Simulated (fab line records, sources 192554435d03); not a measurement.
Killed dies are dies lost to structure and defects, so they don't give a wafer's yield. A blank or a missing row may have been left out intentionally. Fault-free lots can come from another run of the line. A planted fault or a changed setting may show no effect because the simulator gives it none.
Split-lot experiment | flow n5-finfet | route with 1938 steps; 7 lots, 21 wafers read

== THE SPLIT ==
At N5_BEOL_M2_VIA_ETCH_34 (etches the open film in C4F6/O2, target depth 69.4 nm, time 65.9 s), the setting time-s was moved away from the recipe's 65.9 s on 6 of the 21 wafers read, by -20.2% to +20.3%. The other wafers ran this setting at the recipe's value.

The split's own step is where the reading is taken.

== THE READING ==
SOC_of_BEOL_M2_COAT_67.thk-nm (the simulator's own value, which no gauge read), in nm, at N5_BEOL_M2_VIA_ETCH_34 (etches the open film in C4F6/O2, target depth 69.4 nm, time 65.9 s). The file gives no usual value for it. Average 51.9 nm, standard deviation 0.17 nm, over the 15 wafers here run with the recipe.

wafer  | tool, chamber at the split | time-s as run, s | against the recipe | SOC_of_BEOL_M2_COAT_67.thk-nm, nm | against lot-mates on the recipe
L074.1 | rie-diel-01, 3             | 65.9             | recipe             | 51.8                              | -
L074.2 | rie-diel-01, 1             | 79.27            | +20.3%             | 50                                | -1.9
L074.5 | rie-diel-01, 3             | 65.9             | recipe             | 52                                | -
L077.4 | rie-diel-04, 0             | 65.9             | recipe             | 52.2                              | -
L077.5 | rie-diel-04, 3             | 65.9             | recipe             | 51.8                              | -
L077.6 | rie-diel-04, 2             | 65.9             | recipe             | 52                                | -
L076.3 | rie-diel-05, 1             | 77.09            | +17.0%             | 50                                | -1.6
L076.4 | rie-diel-05, 0             | 65.9             | recipe             | 51.6                              | -
L076.6 | rie-diel-05, 3             | 65.9             | recipe             | 51.6                              | -
L078.2 | rie-diel-01, 3             | 65.9             | recipe             | 52                                | -
L078.3 | rie-diel-01, 0             | 59.14            | -10.3%             | 52.6                              | +0.7
L078.6 | rie-diel-01, 0             | 65.9             | recipe             | 51.8                              | -
L086.1 | rie-diel-01, 1             | 65.9             | recipe             | 52                                | -
L086.2 | rie-diel-01, 0             | 57.4             | -12.9%             | 53                                | +1.0
L086.3 | rie-diel-01, 3             | 65.9             | recipe             | 52                                | -
L087.2 | rie-diel-04, 3             | 65.9             | recipe             | 51.8                              | -
L087.5 | rie-diel-04, 2             | 52.56            | -20.2%             | 53.8                              | +2.0
L087.6 | rie-diel-04, 1             | 52.56            | -20.2%             | 53.4                              | +1.6
L091.2 | rie-diel-04, 0             | 65.9             | recipe             | 51.8                              | -
L091.3 | rie-diel-04, 1             | 65.9             | recipe             | 51.8                              | -
L091.4 | rie-diel-04, 3             | 65.9             | recipe             | 51.6                              | -

THE FIT
A straight line over all 21 wafers: SOC_of_BEOL_M2_COAT_67.thk-nm changes by -0.0911 nm for each +1% of time-s; r = -0.98; the points scatter about the line by 0.18 nm.
The same after taking each lot's own level away (the mean of its wafers on the recipe; 21 wafers): -0.089 nm for each +1%; r = -0.99; scatter 0.12 nm.
According to that fit, moving time-s by its largest amount changes the reading by 1.8 nm.
From 51.60 to 52.00 nm: that is the span of the lots' own levels, equal to 2.3 times the standard deviation above.
Hence the lot-to-lot level has little effect on the slope; both slopes agree.
Check: with one of the wafers moved furthest among these (+20.3%) left out of the fit, the line predicts -1.8 nm for it against its lot-mates. Against them it came out at -1.9 nm.

== OTHER SPLITS APPLIED TO THESE WAFERS ==
Note: prior to the reading, these wafers also went through further splits. Each is held against what the fit with the lots' levels taken away leaves over:
other split on the same wafers            | wafers away from the commonest value | r with SOC_of_BEOL_M2_COAT_67.thk-nm (lot level and that fit taken away)
N5_BEOL_M0_SAQP_COAT_81 spin-rpm          | 8                                    | -0.13
N5_BEOL_M0_ETCH_128 source-w              | 8                                    | -0.11
N5_BEOL_M0_TRENCH_ETCH_107 target-depth-a | 7                                    | -0.39
N5_BEOL_M1_ETCH_70 time-s                 | 9                                    | +0.05
N5_BEOL_M1_TRENCH_ETCH_37 source-w        | 6                                    | -0.04
N5_BEOL_M2_EXPOSE_08 dose-mj              | 8                                    | -0.22
N5_BEOL_M2_ETCH_70 time-s                 | 5                                    | +0.16

== THE WHOLE CHAIN: every reading that the file lists as answering this split, in the file's order ==
step                   | what it does                                                       | reading                                                                        | change (the file's fit)                | r (the file's)
N5_BEOL_M2_VIA_ETCH_34 | etches the open film in C4F6/O2, target depth 69.4 nm, time 65.9 s | etch.depth-nm (the simulator's own value, which no gauge read)                 | +0.709 nm for each +1% of the setting  | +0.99
N5_BEOL_M2_VIA_ETCH_34 | etches the open film in C4F6/O2, target depth 69.4 nm, time 65.9 s | SOC_of_BEOL_M2_COAT_67.thk-nm (the simulator's own value, which no gauge read) | -0.0885 nm for each +1% of the setting | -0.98

== THE FILE'S OWN FIT ==
SOC_of_BEOL_M2_COAT_67.thk-nm changes by -0.0885 nm for each +1% of time-s, r = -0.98.
